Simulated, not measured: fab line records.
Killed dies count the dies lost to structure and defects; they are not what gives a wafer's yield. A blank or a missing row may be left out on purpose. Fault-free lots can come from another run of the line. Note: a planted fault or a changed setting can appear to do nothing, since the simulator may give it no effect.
fab line records ; flow n5Finfet ; part 1 of 2: steps 1 to 21 of 27
[record] lots = 5; wafers = 15; lastDay = 18
route steps=1938 shown MIM_BOT_LITHO@1865 MIM_BOT_ETCH@1866 PASS1_CAP@1873 TV_LITHO@1875 TV_OPEN@1887
lots with no fault: from the same line, run without faults
startH: the number of hours between the record's first day and the start of the first shown wafer of the lot ; waitH: hours since the lot's step before ; " unchanged from the row above ; L1.1+2: one row covering several wafers at once ; - either no value or no given start ; * or withheld: withheld ; < > ~ a bound
route shown NAME@n: a module of which the file shows steps, and the number in the route of the first ; usual: the fault-free wafers' mean and standard deviation ; same: alike in all rows ; chamber/n: place in a boat ; sites: each site's reading ; _std_site: standard deviation across them ; _edge_site: inner sites' mean taken away from outer sites' mean ; radiusMm: for every site, how far away it sits from the centre of the wafer ; mask NAME#n: copy n ; behind: the tool/chamber that last shaped the wafer ; hold: the reason the lot was held/the length of the hold in hours/how it ended ; device: the transistor (n, p or np) that didn't switch ; end of line: the route-end tests of the same wafers ; a step with no rows: only its recipe ; killed: at the first sort, the dies lost to defects and structure; wafer yield is something else ; map: a wafer's dies, marking killed ones x, the rest . and places with no die _
set.NAME: setting as actually run; set.NAME@STEP: the setting as run at that earlier step ; model.NAME: the simulator's own value behind a step, which no gauge read
lots at some steps of the route; a table a step, a row a wafer
services: from which hour (startH, from the record's first day; less than 0 if before it) a tool's chamber was out of use, for how many hours, and why
[[steps]]
[step N5_MIM_BOT_LITHO_DESCUM_10]
[recipe] chemistry = O2; timeS = 7.9; sourcePowerW = 50; biasPowerW = 20; pressureMtorr = 20; rfFrequencyHz = 2.712e+07; tempC = 40; o2FlowSccm = 225
[usual] drypumpMotorCurrentA = 5.6/0.43; o2FlowSccm = 224.9/0.59; oesProductAu = 0.82/0.095; rfVppV = 243.1/1.4; showerheadPlenumPTorr = 2.09/0.072; throttleValvePct = 20.37/0.28
lot.wafer;tool;chamber;startH;waitH;drypumpMotorCurrentA;o2FlowSccm;oesProductAu;rfHoursCounterH;rfVppV;showerheadPlenumPTorr;throttleValvePct
L083.3;rieDiel-01;0;335.70;0.0;5.2;225.4;0.92;14;245.2;2.15;20.35
L083.4;rieDiel-01;3;335.70;0.0;6.6;224.7;0.97;-;244.0;2.14;19.91
L083.6;rieDiel-01;1;335.70;0.0;6.0;225.2;0.68;-;241.2;2.00;20.94
L082.1;rieDiel-05;0;343.28;0.4;5.4;225.3;0.91;28;241.7;2.05;20.22
L082.5;rieDiel-05;0;343.28;0.4;5.4;225.2;0.91;-;241.9;2.05;20.23
L082.6;rieDiel-05;1;343.28;0.4;5.3;224.4;0.78;-;245.1;2.16;20.03
L088.4;rieDiel-06;1;343.31;0.3;5.5;224.4;0.86;70;241.7;2.05;20.38
L088.5;rieDiel-06;1;343.31;0.3;5.6;224.7;0.86;-;242.8;2.05;20.37
L088.6;rieDiel-06;0;343.31;0.3;5.5;225.5;0.73;-;242.7;2.01;20.79
L097.1;rieDiel-01;3;404.90;0.0;6.6;225.0;0.92;31;244.6;2.13;19.95
L097.4;rieDiel-01;1;404.90;0.0;6.0;223.2;0.96;9;245.6;2.27;20.44
L097.6;rieDiel-01;0;404.90;0.0;5.2;224.6;0.87;-;243.7;2.14;20.41
L096.2;rieDiel-01;2;414.61;0.1;5.3;225.6;0.76;157;242.7;2.08;20.10
L096.4;rieDiel-01;3;414.61;0.1;6.6;224.8;0.91;35;245.0;2.13;19.96
L096.5;rieDiel-01;3;414.61;0.1;6.6;224.6;0.91;-;245.0;2.13;19.95
[step N5_MIM_BOT_ETCH_ETCH_04]
[recipe] chemistry = CF4/O2; target = SiNx; targetDepthA = 260; timeS = 13; ionEnergyEv = 100; pressureMtorr = 40; sourceW = 535; biasW = 49; Ar_flow_sccm = 100; cf4FlowSccm = 100; O2_flow_sccm = 10
[usual] drypumpMotorCurrentA = 5.6/0.43; mfcArSccm = 100.0/0.31; oes_ar_750_au = 0.82/0.094; oesProductAu = 0.82/0.094; rfVppV = 238/6.2; showerheadPlenumPTorr = 2.20/0.073; throttleValvePct = 15.90/0.26
lot.wafer;tool;chamber;startH;waitH;drypumpMotorCurrentA;mfcArSccm;oes_ar_750_au;oesProductAu;rfHoursCounterH;rfVppV;showerheadPlenumPTorr;throttleValvePct
L083.3;rieDiel-01;0;335.77;0.0;5.2;99.7;0.93;0.94;14;236;2.24;15.76
L083.4;rieDiel-01;3;335.77;0.0;6.6;99.9;0.97;0.95;-;236;2.24;15.38
L083.6;rieDiel-01;1;335.77;0.0;6.0;99.6;0.70;0.67;-;231;2.09;16.34
L082.1;rieDiel-05;0;343.34;0.0;5.4;99.9;0.92;0.90;28;237;2.15;15.69
L082.5;rieDiel-05;0;343.34;0.0;5.4;100.1;0.92;0.91;-;236;2.15;15.70
L082.6;rieDiel-05;1;343.34;0.0;5.3;100.0;0.78;0.79;-;252;2.30;15.84
L088.4;rieDiel-06;1;343.37;0.0;5.6;99.7;0.83;0.84;70;235;2.15;15.86
L088.5;rieDiel-06;1;343.37;0.0;5.6;99.8;0.84;0.84;-;234;2.15;15.87
L088.6;rieDiel-06;0;343.37;0.0;5.6;99.8;0.72;0.75;-;239;2.11;16.26
L097.1;rieDiel-01;3;404.96;0.0;6.6;99.3;0.90;0.89;31;234;2.24;15.42
L097.4;rieDiel-01;1;404.96;0.0;6.0;100.0;0.98;0.95;9;233;2.36;15.82
L097.6;rieDiel-01;0;404.96;0.0;5.2;100.2;0.87;0.86;-;236;2.23;15.80
L096.2;rieDiel-01;2;414.67;0.0;5.3;99.8;0.76;0.75;157;236;2.20;15.79
L096.4;rieDiel-01;3;414.67;0.0;6.6;100.4;0.90;0.90;35;236;2.23;15.42
L096.5;rieDiel-01;3;414.67;0.0;6.6;99.8;0.89;0.89;-;235;2.23;15.43
[step N5_MIM_BOT_ETCH_ETCH_03]
[recipe] chemistry = Cl2/BCl3; targetDepthA = 120; pressureMtorr = 8; icpW = 800; biasW = 100; Cl2_flow_sccm = 20; bcl3FlowSccm = 80
[usual] bcl3FlowSccm = 79.99/0.25; drypumpMotorCurrentA = 5.7/0.41; mfcCl2Sccm = 20.00/0.062; oesProductAu = 0.80/0.063; throttleValvePct = 27.39/0.27
lot.wafer;tool;chamber;startH;waitH;bcl3FlowSccm;drypumpMotorCurrentA;mfcCl2Sccm;oesProductAu;rfHoursCounterH;throttleValvePct
L083.3;rieMetal-02;0;335.89;0.1;79.99;5.2;20.04;0.89;-;27.11
L083.4;rieMetal-02;1;335.89;0.1;79.90;5.4;19.95;0.83;-;27.59
L083.6;rieMetal-02;1;335.89;0.1;79.75;5.3;20.07;0.84;-;27.60
L082.1;rieMetal-02;1;343.43;0.1;79.87;5.3;19.93;0.83;33;27.62
L082.5;rieMetal-02;0;343.43;0.1;80.28;5.2;19.90;0.88;-;27.09
L082.6;rieMetal-02;1;343.43;0.1;80.12;5.3;19.87;0.83;-;27.60
L088.4;rieMetal-01;1;343.49;0.1;79.74;5.6;19.97;0.78;-;27.61
L088.5;rieMetal-01;1;343.49;0.1;80.07;5.6;19.88;0.77;-;27.60
L088.6;rieMetal-01;0;343.49;0.1;79.85;6.2;20.03;0.71;-;27.14
L097.1;rieMetal-03;1;405.05;0.1;79.94;5.8;20.07;0.75;60;27.87
L097.4;rieMetal-03;1;405.05;0.1;80.03;5.8;20.03;0.74;-;27.85
L097.6;rieMetal-03;0;405.05;0.1;79.47;6.3;20.04;0.82;-;27.22
L096.2;rieMetal-02;0;414.76;0.1;79.85;5.2;20.02;0.86;23;27.10
L096.4;rieMetal-02;0;414.76;0.1;79.96;5.2;19.90;0.87;-;27.10
L096.5;rieMetal-02;0;414.76;0.1;79.44;5.2;19.90;0.86;-;27.10
[step N5_MIM_BOT_ETCH_ETCH_00]
[recipe] chemistry = Cl2/BCl3; target = TiN; targetDepthA = 455; ionEnergyEv = 150; pressureMtorr = 10; icpW = 1000; biasW = 126; Cl2_flow_sccm = 53.25; bcl3FlowSccm = 21.75; Ar_flow_sccm = 25
[usual] bcl3FlowSccm = 21.75/0.071; drypumpMotorCurrentA = 5.7/0.41; mfcArSccm = 24.98/0.076; mfcCl2Sccm = 53.23/0.16; oes_ar_750_au = 0.79/0.066; oesProductAu = 0.80/0.062; throttleValvePct = 21.75/0.25
lot.wafer;tool;chamber;startH;waitH;bcl3FlowSccm;drypumpMotorCurrentA;mfcArSccm;mfcCl2Sccm;oes_ar_750_au;oesProductAu;rfHoursCounterH;throttleValvePct
L083.3;rieMetal-02;0;335.99;0.1;21.91;5.2;24.96;53.24;0.87;0.90;-;21.34
L083.4;rieMetal-02;1;335.99;0.1;21.78;5.3;24.99;53.07;0.82;0.84;-;21.90
L083.6;rieMetal-02;1;335.99;0.1;21.76;5.3;25.08;53.31;0.83;0.84;-;21.94
L082.1;rieMetal-02;1;343.52;0.1;21.67;5.3;24.98;53.17;0.82;0.83;33;21.94
L082.5;rieMetal-02;0;343.52;0.1;21.69;5.2;24.97;53.22;0.87;0.88;-;21.38
L082.6;rieMetal-02;1;343.52;0.1;21.64;5.3;24.86;53.05;0.82;0.83;-;21.95
L088.4;rieMetal-01;1;343.59;0.1;21.68;5.6;24.94;53.26;0.76;0.77;-;22.01
L088.5;rieMetal-01;1;343.59;0.1;21.68;5.6;24.93;53.15;0.76;0.77;-;22.01
L088.6;rieMetal-01;0;343.59;0.1;21.73;6.1;25.01;53.26;0.69;0.71;-;21.69
L097.1;rieMetal-03;1;405.14;0.1;21.76;5.8;24.97;53.10;0.72;0.74;60;22.05
L097.4;rieMetal-03;1;405.14;0.1;21.78;5.8;24.92;53.27;0.72;0.74;-;22.04
L097.6;rieMetal-03;0;405.14;0.1;21.84;6.4;25.01;53.27;0.84;0.81;-;21.63
L096.2;rieMetal-02;0;414.85;0.1;21.63;5.2;24.96;53.19;0.84;0.86;23;21.38
L096.4;rieMetal-02;0;414.85;0.1;21.56;5.2;24.87;53.13;0.84;0.87;-;21.37
L096.5;rieMetal-02;0;414.85;0.1;21.72;5.2;24.93;53.34;0.84;0.87;-;21.36
[step N5_MIM_BOT_ETCH_STRIP_01]
[recipe] chemistry = O2; powerW = 600; tempC = 60; pressureMtorr = 30; rfFrequencyHz = 6e+07; biasPowerW = 0; overashFraction = 0.5; o2FlowSccm = 225
[usual] drypumpMotorCurrentA = 5.6/0.44; o2FlowSccm = 224.9/0.76; oesProductAu = 0.81/0.097; rfVppV = 3.6/1.3; showerheadPlenumPTorr = 2.09/0.068; throttleValvePct = 16.59/0.28
lot.wafer;tool;chamber;startH;waitH;drypumpMotorCurrentA;o2FlowSccm;oesProductAu;rfHoursCounterH;rfVppV;showerheadPlenumPTorr;throttleValvePct
L083.3;rieDiel-06;2;336.28;0.3;5.8;223.8;0.80;124;2.9;2.03;16.74
L083.4;rieDiel-06;3;336.28;0.3;5.5;224.1;0.72;229;5.3;2.18;16.75
L083.6;rieDiel-06;0;336.28;0.3;5.5;224.8;0.72;-;5.5;2.01;17.00
L082.1;rieDiel-01;3;343.70;0.1;6.6;225.0;0.97;9;3.1;2.15;16.16
L082.5;rieDiel-01;3;343.70;0.1;6.6;225.4;0.95;-;6.2;2.15;16.13
L082.6;rieDiel-01;0;343.70;0.1;5.2;224.9;0.93;-;4.5;2.15;16.53
L088.4;rieDiel-01;0;343.76;0.1;5.2;225.1;0.91;-;2.2;2.15;16.52
L088.5;rieDiel-01;3;343.76;0.1;6.6;225.8;0.98;-;2.2;2.15;16.12
L088.6;rieDiel-01;1;343.76;0.1;6.0;224.8;0.67;-;1.1;2.00;17.17
L097.1;rieDiel-05;1;405.28;0.1;5.3;225.4;0.77;162;2.6;2.16;16.44
L097.4;rieDiel-05;2;405.28;0.1;5.1;224.0;0.98;1;5.3;2.13;16.25
L097.6;rieDiel-05;2;405.28;0.1;5.1;225.2;0.99;-;6.8;2.13;16.28
L096.2;rieDiel-06;3;415.10;0.2;5.5;225.5;0.95;0;5.3;2.17;16.39
L096.4;rieDiel-06;0;415.10;0.2;5.5;225.7;0.72;232;3.2;2.00;17.01
L096.5;rieDiel-06;2;415.10;0.2;5.9;224.5;0.77;-;4.1;2.02;16.75
[step N5_MIM_BOT_ETCH_STRIP_02]
[recipe] chemistry = postEtchResidueRemover; timeS = 1200; tempC = 72.5
[usual] bathHeatDutyPct = 14.4/1.7
lot.wafer;tool;chamber;startH;waitH;bathHeatDutyPct
L083.3;wetBench-05;5;336.43;-;12.7
L083.4;wetBench-05;0;336.43;-;16.5
L083.6;wetBench-05;6;336.43;-;12.8
L082.1;wetBench-02;4;343.78;-;15.0
L082.5;wetBench-02;6;343.78;-;14.0
L082.6;wetBench-02;7;343.78;-;12.8
L088.4;wetBench-05;6;343.90;-;14.2
L088.5;wetBench-05;4;343.90;-;13.9
L088.6;wetBench-05;3;343.90;-;11.1
L097.1;wetBench-05;6;405.35;-;13.1
L097.4;wetBench-05;3;405.35;-;12.4
L097.6;wetBench-05;2;405.35;-;17.1
L096.2;wetBench-01;4;415.17;-;15.9
L096.4;wetBench-01;0;415.17;-;14.9
L096.5;wetBench-01;1;415.17;-;12.1
[step N5_MIM_BOT_ETCH_CLEAN_05]
[recipe] chemistry = IPA; timeS = 180; tempC = 25
[usual] bathHeatDutyPct = 6.2/0.76
lot.wafer;tool;chamber;startH;waitH;bathHeatDutyPct
L083.3;wetBench-05;5;336.76;0.0;6.1
L083.4;wetBench-05;0;336.76;0.0;7.8
L083.6;wetBench-05;6;336.76;0.0;5.7
L082.1;wetBench-02;4;344.15;0.0;6.2
L082.5;wetBench-02;6;344.15;0.0;6.1
L082.6;wetBench-02;7;344.15;0.0;4.9
L088.4;wetBench-05;6;344.23;0.0;5.5
L088.5;wetBench-05;4;344.23;0.0;5.5
L088.6;wetBench-05;3;344.23;0.0;5.7
L097.1;wetBench-05;6;405.69;0.0;5.5
L097.4;wetBench-05;3;405.69;0.0;5.3
L097.6;wetBench-05;2;405.69;0.0;6.9
L096.2;wetBench-01;4;415.53;0.0;6.2
L096.4;wetBench-01;0;415.53;0.0;7.1
L096.5;wetBench-01;1;415.53;0.0;6.2
[step N5_MIM_BOT_ETCH_SRD_06]
[recipe] dry = ipaMarangoni; timeS = 30; tempC = 23; rinseLiquid = diw
[usual] bathHeatDutyPct = 3.7/0.63
lot.wafer;tool;chamber;startH;waitH;bathHeatDutyPct
L083.3;wetBench-05;5;336.81;0.0;3.2
L083.4;wetBench-05;0;336.81;0.0;4.3
L083.6;wetBench-05;6;336.81;0.0;3.0
L082.1;wetBench-02;4;344.20;0.0;4.2
L082.5;wetBench-02;6;344.20;0.0;4.0
L082.6;wetBench-02;7;344.20;0.0;3.1
L088.4;wetBench-05;6;344.28;0.0;3.0
L088.5;wetBench-05;4;344.28;0.0;3.0
L088.6;wetBench-05;3;344.28;0.0;3.3
L097.1;wetBench-05;6;405.74;0.0;3.3
L097.4;wetBench-05;3;405.74;0.0;2.3
L097.6;wetBench-05;2;405.74;0.0;4.4
L096.2;wetBench-01;4;415.59;0.0;5.0
L096.4;wetBench-01;0;415.59;0.0;3.5
L096.5;wetBench-01;1;415.59;0.0;3.3
[step N5_PASSIVATION_PECVD_55]
[recipe] material = SiO2; targetThkA = 4000; tempC = 400; precursor = SiH4/N2O; pressureTorr = 2.7; rfW = 608; timeS = 22.5
[usual] heaterPowerW = 730/84; showerheadPlenumPTorr = 8.10/0.059; throttleValvePct = 53/3.8
lot.wafer;tool;chamber;startH;waitH;heaterPowerW;showerheadPlenumPTorr;throttleValvePct
L083.3;pecvd-03;1;336.86;0.0;854;8.14;57
L083.4;pecvd-03;0;336.86;0.0;826;8.03;54
L083.6;pecvd-03;2;336.86;0.0;717;8.16;51
L082.1;pecvd-04;1;344.25;0.0;761;8.06;50
L082.5;pecvd-04;2;344.25;0.0;748;8.07;51
L082.6;pecvd-04;0;344.25;0.0;697;8.20;48
L088.4;pecvd-03;0;344.35;0.1;751;8.02;54
L088.5;pecvd-03;2;344.35;0.1;685;8.15;50
L088.6;pecvd-03;1;344.35;0.1;707;8.13;57
L097.1;pecvd-01;0;405.79;0.0;665;8.03;59
L097.4;pecvd-01;2;405.79;0.0;592;8.13;49
L097.6;pecvd-01;2;405.79;0.0;620;8.10;49
L096.2;pecvd-03;1;415.64;0.0;883;8.12;56
L096.4;pecvd-03;0;415.64;0.0;706;8.02;55
L096.5;pecvd-03;2;415.64;0.0;703;8.18;51
[step N5_PASSIVATION_PECVD_01]
[recipe] material = SiNx; targetThkA = 2000; tempC = 400; precursor = SiH4/NH3/N2; pressureTorr = 4.9; rfW = 1406; timeS = 43.2
[usual] heaterPowerW = 447/77; showerheadPlenumPTorr = 8.63/0.043; throttleValvePct = 29.7/2.1
lot.wafer;tool;chamber;startH;waitH;heaterPowerW;showerheadPlenumPTorr;throttleValvePct
L083.3;pecvd-03;1;336.89;0.0;488;8.68;32.0
L083.4;pecvd-03;0;336.89;0.0;550;8.62;30.7
L083.6;pecvd-03;2;336.89;0.0;461;8.69;28.5
L082.1;pecvd-04;1;344.29;0.0;430;8.61;28.2
L082.5;pecvd-04;2;344.29;0.0;314;8.63;28.6
L082.6;pecvd-04;0;344.29;0.0;471;8.70;27.1
L088.4;pecvd-03;0;344.39;0.0;481;8.60;30.4
L088.5;pecvd-03;2;344.39;0.0;387;8.67;28.5
L088.6;pecvd-03;1;344.39;0.0;557;8.67;31.6
L097.1;pecvd-01;0;405.84;0.0;499;8.58;33.2
L097.4;pecvd-01;2;405.84;0.0;236;8.64;27.6
L097.6;pecvd-01;2;405.84;0.0;255;8.64;27.6
L096.2;pecvd-03;1;415.67;0.0;562;8.64;31.6
L096.4;pecvd-03;0;415.67;0.0;483;8.59;30.7
L096.5;pecvd-03;2;415.67;0.0;441;8.67;29.0
[step N5_PASSIVATION_HMDS_03]
[recipe] timeS = 60; tempC = 120
lot.wafer;tool;chamber;startH;waitH
L083.3+4+6;lithoTrack-03;0;339.31;2.4
L082.1+5+6;lithoTrack-01;0;346.54;2.2
L088.4+5+6;lithoTrack-05;0;347.27;2.9
L097.1+4+6;lithoTrack-01;0;406.34;0.5
L096.2+4+5;lithoTrack-01;0;417.81;2.1
[step N5_PASSIVATION_COAT_04]
[recipe] spinRpm = *; resistThkNm = *
lot.wafer;tool;chamber;startH;waitH
L083.3+4+6;lithoTrack-03;0;-;-
L082.1+5+6;lithoTrack-01;0;-;-
L088.4+5+6;lithoTrack-05;0;-;-
L097.1+4+6;lithoTrack-01;0;-;-
L096.2+4+5;lithoTrack-01;0;-;-
[step N5_PASSIVATION_EBR_06]
[recipe] solvent = PGMEA; ebrWidthMm = 1.5
lot.wafer;tool;chamber;startH;waitH
L083.3+4+6;lithoTrack-03;0;-;-
L082.1+5+6;lithoTrack-01;0;-;-
L088.4+5+6;lithoTrack-05;0;-;-
L097.1+4+6;lithoTrack-01;0;-;-
L096.2+4+5;lithoTrack-01;0;-;-
[step N5_PASSIVATION_SOFTBAKE_05]
[recipe] tempC = 100; timeS = 90
lot.wafer;tool;chamber;startH;waitH
L083.3+4+6;lithoTrack-03;0;-;-
L082.1+5+6;lithoTrack-01;0;-;-
L088.4+5+6;lithoTrack-05;0;-;-
L097.1+4+6;lithoTrack-01;0;-;-
L096.2+4+5;lithoTrack-01;0;-;-
[step N5_PASSIVATION_EXPOSE_07]
[recipe] maskId = TV; na = 0.55; sourceShape = conventional; sigmaOuter = 0.8; polarization = unpolarized; defocusNm = 0; targetCdNm = 3000; doseMj = 22.75
lot.wafer;tool;chamber;startH;waitH;mask
L083.3+4+6;krfScanner-02;0;339.43;-;TV#0
L082.1+5+6;krfScanner-02;0;346.65;-;TV#0
L088.4+5+6;krfScanner-02;0;347.39;-;TV#0
L097.1+4+6;krfScanner-02;0;406.57;-;TV#0
L096.2+4+5;krfScanner-02;0;417.93;-;TV#0
[step N5_PASSIVATION_PEB_08]
[recipe] pebTempC = withheld; pebTimeS = *
lot.wafer;tool;chamber;startH;waitH
L083.3+4+6;lithoTrack-01;0;339.48;0.0
L082.1+5+6;lithoTrack-01;0;346.71;0.1
L088.4+5+6;lithoTrack-03;0;347.43;0.0
L097.1+4+6;lithoTrack-01;0;406.63;0.1
L096.2+4+5;lithoTrack-05;0;417.98;0.0
[step N5_PASSIVATION_DEVELOP_09]
[recipe] developTimeS = 60; rinseLiquid = diw; dry = airSpin; devTempC = 21
lot.wafer;tool;chamber;startH;waitH
L083.3+4+6;lithoTrack-01;0;-;-
L082.1+5+6;lithoTrack-01;0;-;-
L088.4+5+6;lithoTrack-03;0;-;-
L097.1+4+6;lithoTrack-01;0;-;-
L096.2+4+5;lithoTrack-05;0;-;-
[step N5_PASSIVATION_HARDBAKE_11]
[recipe] tempC = 130; timeS = 120
lot.wafer;tool;chamber;startH;waitH
L083.3+4+6;lithoTrack-01;0;-;-
L082.1+5+6;lithoTrack-01;0;-;-
L088.4+5+6;lithoTrack-03;0;-;-
L097.1+4+6;lithoTrack-01;0;-;-
L096.2+4+5;lithoTrack-05;0;-;-
[step N5_PASSIVATION_CD_MEAS_10]
[recipe] targetCdNm = 3000; landingEnergyEv = 500; detector = seInlens
[usual] cdNm = 3000.0/2.9
lot.wafer;tool;chamber;startH;waitH;cdNm
L083.3;cdSem-03;0;339.60;-;2997.8
L083.4;cdSem-03;0;339.60;-;3002.6
L083.6;cdSem-03;0;339.60;-;2998.1
L082.1;cdSem-01;0;346.82;-;2994.1
L082.5;cdSem-01;0;346.82;-;3000.1
L082.6;cdSem-01;0;346.82;-;3000.4
L088.4;cdSem-01;0;347.56;-;3002.1
L088.5;cdSem-01;0;347.56;-;3000.0
L088.6;cdSem-01;0;347.56;-;3001.7
L097.1;cdSem-03;0;406.75;-;3000.7
L097.4;cdSem-03;0;406.75;-;2994.4
L097.6;cdSem-03;0;406.75;-;2994.3
L096.2;cdSem-03;0;418.10;-;3003.5
L096.4;cdSem-03;0;418.10;-;2999.0
L096.5;cdSem-03;0;418.10;-;2999.5
[step N5_PASSIVATION_OVL_MEAS_60]
[recipe] pointsPerWafer = 44
[usual] TV_OVL = -2/5.2
lot.wafer;tool;chamber;startH;waitH;TV_OVL[nm]
L083.3;overlay-02;0;339.63;0.0;-6
L083.4;overlay-02;0;339.63;0.0;-9
L083.6;overlay-02;0;339.63;0.0;-6
L082.1;overlay-01;0;346.86;0.0;7
L082.5;overlay-01;0;346.86;0.0;3
L082.6;overlay-01;0;346.86;0.0;4
L088.4;overlay-01;0;347.58;0.0;-3
L088.5;overlay-01;0;347.58;0.0;-8
L088.6;overlay-01;0;347.58;0.0;-9
L097.1;overlay-02;0;406.78;0.0;2
L097.4;overlay-02;0;406.78;0.0;-3
L097.6;overlay-02;0;406.78;0.0;1
L096.2;overlay-01;0;418.13;0.0;-3
L096.4;overlay-01;0;418.13;0.0;1
L096.5;overlay-01;0;418.13;0.0;-10
[step N5_PASSIVATION_INSPECT_61]
[recipe] mode = adi; inspectInstrument = macro
[usual] rawDefectCount = 2.0/1.4
lot.wafer;tool;chamber;startH;waitH;rawDefectCount
L083.3;defectInspect-02;-;339.65;0.0;0
L083.4;defectInspect-02;-;339.65;0.0;0
L083.6;defectInspect-02;-;339.65;0.0;3
L082.1;defectInspect-01;-;346.88;0.0;3
L082.5;defectInspect-01;-;346.88;0.0;4
L082.6;defectInspect-01;-;346.88;0.0;1
L088.4;defectInspect-01;-;347.61;0.0;3
L088.5;defectInspect-01;-;347.61;0.0;3
L088.6;defectInspect-01;-;347.61;0.0;1
L097.1;defectInspect-01;-;406.80;0.0;2
L097.4;defectInspect-01;-;406.80;0.0;3
L097.6;defectInspect-01;-;406.80;0.0;3
L096.2;defectInspect-01;-;418.15;0.0;2
L096.4;defectInspect-01;-;418.15;0.0;2
L096.5;defectInspect-01;-;418.15;0.0;1
